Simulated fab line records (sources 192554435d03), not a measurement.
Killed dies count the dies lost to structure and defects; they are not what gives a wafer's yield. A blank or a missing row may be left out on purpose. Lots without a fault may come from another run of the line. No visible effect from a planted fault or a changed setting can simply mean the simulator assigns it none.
Matching of chambers :: flow n5Finfet :: N5_FIN_SAQP_FIN_ETCH_36 on rieSi-01: 4 sister chambers
The step etches the open film in HBr/Cl2/O2, target depth 120 nm, time 50.4 s. 8 wafers are shown with their chamber, then 8 later ones without.

== WAFERS WITH THEIR CHAMBER ==
wafer: L078.2
chamber: 2
drypumpMotorCurrentA (A): 5.7
throttleValvePct (%): 35.65

wafer: L082.3
chamber: 3
drypumpMotorCurrentA (A): 6.6
throttleValvePct (%): 36.25

wafer: L083.5
chamber: 1
drypumpMotorCurrentA (A): 5.3
throttleValvePct (%): 35.95

wafer: L083.6
chamber: 0
drypumpMotorCurrentA (A): 5.3
throttleValvePct (%): 36.16

wafer: L085.3
chamber: 0
drypumpMotorCurrentA (A): 5.3
throttleValvePct (%): 36.17

wafer: L085.5
chamber: 2
drypumpMotorCurrentA (A): 5.7
throttleValvePct (%): 35.62

wafer: L085.6
chamber: 1
drypumpMotorCurrentA (A): 5.3
throttleValvePct (%): 35.95

wafer: L088.1
chamber: 3
drypumpMotorCurrentA (A): 6.7
throttleValvePct (%): 36.24

== WAFERS WHOSE CHAMBER IS MISSING ==
wafer: L088.4
drypumpMotorCurrentA (A): 5.2
throttleValvePct (%): 36.19

wafer: L088.5
drypumpMotorCurrentA (A): 5.3
throttleValvePct (%): 35.95

wafer: L091.3
drypumpMotorCurrentA (A): 6.7
throttleValvePct (%): 36.26

wafer: L091.4
drypumpMotorCurrentA (A): 5.3
throttleValvePct (%): 36.16

wafer: L091.6
drypumpMotorCurrentA (A): 5.3
throttleValvePct (%): 35.92

wafer: L093.3
drypumpMotorCurrentA (A): 6.7
throttleValvePct (%): 36.24

wafer: L093.4
drypumpMotorCurrentA (A): 5.3
throttleValvePct (%): 35.93

wafer: L093.6
drypumpMotorCurrentA (A): 5.8
throttleValvePct (%): 35.64

== WHICH CHAMBER EACH ONE RAN IN ==
wafer: L088.4
from the rows above: 0
in truth: 0

wafer: L088.5
from the rows above: 1
in truth: 1

wafer: L091.3
from the rows above: 3
in truth: 3

wafer: L091.4
from the rows above: 0
in truth: 0

wafer: L091.6
from the rows above: 1
in truth: 1

wafer: L093.3
from the rows above: 3
in truth: 3

wafer: L093.4
from the rows above: 1
in truth: 1

wafer: L093.6
from the rows above: 2
in truth: 2
Correct placement for 8 of the 8. From these rows, 0 cannot be placed. Wrongly placed: 0.
How it was worked out, from the rows above alone: a wafer's distance from a chamber is the root of the sum, over the readings, of the square of ((its reading less the chamber's mean) divided by the reading's scatter). If the next closest chamber is less than 2 further off than the closest, the wafer can't be placed; otherwise it belongs to the closest. The mean given for a chamber averages the wafers shown for that chamber. How the scatter is found: for the shown wafers, subtract from each reading the mean of its chamber, square and add these, divide the total by (wafers less chambers), then take the root.
